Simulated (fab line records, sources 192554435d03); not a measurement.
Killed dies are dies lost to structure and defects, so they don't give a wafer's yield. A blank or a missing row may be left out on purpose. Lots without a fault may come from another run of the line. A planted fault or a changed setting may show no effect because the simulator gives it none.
Split-lot experiment | flow n5_finfet | 7 lots, 21 wafers read, on a route of 1938 steps

THE SPLIT
At N5_BEOL_M15_EXPOSE_07 (exposes mask V14), the setting dose_mj was moved away from the recipe's 41.25 on 6 of the 21 wafers read, by -5.3% to +4.5%. The other wafers ran this setting at the recipe's value.

FROM THE SPLIT TO THE READING: what the file shows between them, 7 steps
- N5_BEOL_M15_PEB_08: peb time 90 s
- N5_BEOL_M15_DEVELOP_09: develop time 45 s
- N5_BEOL_M15_HARDBAKE_14: time 120 s
- N5_BEOL_M15_CD_MEAS_10: target cd 360 nm
- N5_BEOL_M15_STRIP_64: strips in O2 (also split here: pressure_mtorr)
- N5_BEOL_M15_STRIP_65: strips in post etch residue remover, time 60 s
- N5_BEOL_M15_SRD_66: time 30 s, dry time 30 s

THE READING
cd_nm, in nm, at N5_BEOL_M15_CD_MEAS_17 (target cd 360 nm). Fault-free wafers of this fab line usually give 361.7 nm, standard deviation 1.7 nm.

wafer  | tool, chamber at the split | dose_mj as run | against the recipe | cd_nm, nm | against lot-mates on the recipe
L078.3 | krf_scanner-02, 0          | 39.06          | -5.3%              | 349.5     | -11.9
L078.5 | krf_scanner-02, 0          | 41.25          | recipe             | 360.4     | -
L078.6 | krf_scanner-02, 0          | 41.25          | recipe             | 362.5     | -
L081.1 | krf_scanner-02, 0          | 43.09          | +4.5%              | 372.3     | +9.6
L081.2 | krf_scanner-02, 0          | 43.09          | +4.5%              | 370.7     | +8.0
L081.4 | krf_scanner-02, 0          | 41.25          | recipe             | 362.7     | -
L082.1 | krf_scanner-02, 0          | 41.25          | recipe             | 358.8     | -
L082.3 | krf_scanner-02, 0          | 42.09          | +2.0%              | 362.6     | +3.6
L082.6 | krf_scanner-02, 0          | 41.25          | recipe             | 359.3     | -
L083.2 | krf_scanner-02, 0          | 41.25          | recipe             | 362.3     | -
L083.5 | krf_scanner-02, 0          | 41.25          | recipe             | 363.7     | -
L083.6 | krf_scanner-02, 0          | 41.25          | recipe             | 363.4     | -
L084.1 | krf_scanner-01, 0          | 41.25          | recipe             | 364.5     | -
L084.3 | krf_scanner-01, 0          | 41.25          | recipe             | 362.9     | -
L084.5 | krf_scanner-01, 0          | 41.25          | recipe             | 364.2     | -
L096.2 | krf_scanner-01, 0          | 41.25          | recipe             | 360.1     | -
L096.3 | krf_scanner-01, 0          | 41.25          | recipe             | 360.3     | -
L096.6 | krf_scanner-01, 0          | 41.25          | recipe             | 362.1     | -
L097.2 | krf_scanner-01, 0          | 42.98          | +4.2%              | 368.6     | +10.1
L097.3 | krf_scanner-01, 0          | 42.98          | +4.2%              | 366.9     | +8.4
L097.4 | krf_scanner-01, 0          | 41.25          | recipe             | 358.5     | -

THE FIT
A straight line over all 21 wafers: cd_nm changes by +1.95 nm for each +1% of dose_mj; r = +0.91; the points scatter about the line by 2.1 nm.
The same after taking each lot's own level away (the mean of its wafers on the recipe; 21 wafers): +2.13 nm for each +1%; r = +0.99; scatter 0.79 nm.
On that fit, the largest move of dose_mj shifts the reading by 11 nm.
The lots' own levels span 358.50 to 363.87 nm, that is 3.2 times the standard deviation above.
So the lot-to-lot level changes the slope little: the two slopes agree.
Check: with one of the wafers moved furthest among these (-5.3%) left out of the fit, the line predicts -11 nm for it against its lot-mates. It came out at -11.9 nm against them.

OTHER SPLITS ON THESE WAFERS
These wafers also went through other splits before the reading. Each is held against what the fit with the lots' levels taken away leaves over:
other split on the same wafers      | wafers away from the commonest value | r with cd_nm (lot level and that fit taken away)
N5_BEOL_M15_STRIP_64 pressure_mtorr | 15                                   | -0.09

THE WHOLE CHAIN: every reading that the file lists as answering this split, in the file's order
step                   | what it does     | reading | change (the file's fit)              | r (the file's)
N5_BEOL_M15_CD_MEAS_10 | target cd 360 nm | cd_nm   | +1.88 nm for each +1% of the setting | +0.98
N5_BEOL_M15_CD_MEAS_17 | target cd 360 nm | cd_nm   | +2.13 nm for each +1% of the setting | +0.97

THE FILE'S OWN FIT
cd_nm changes by +2.13 nm for each +1% of dose_mj, r = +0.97.
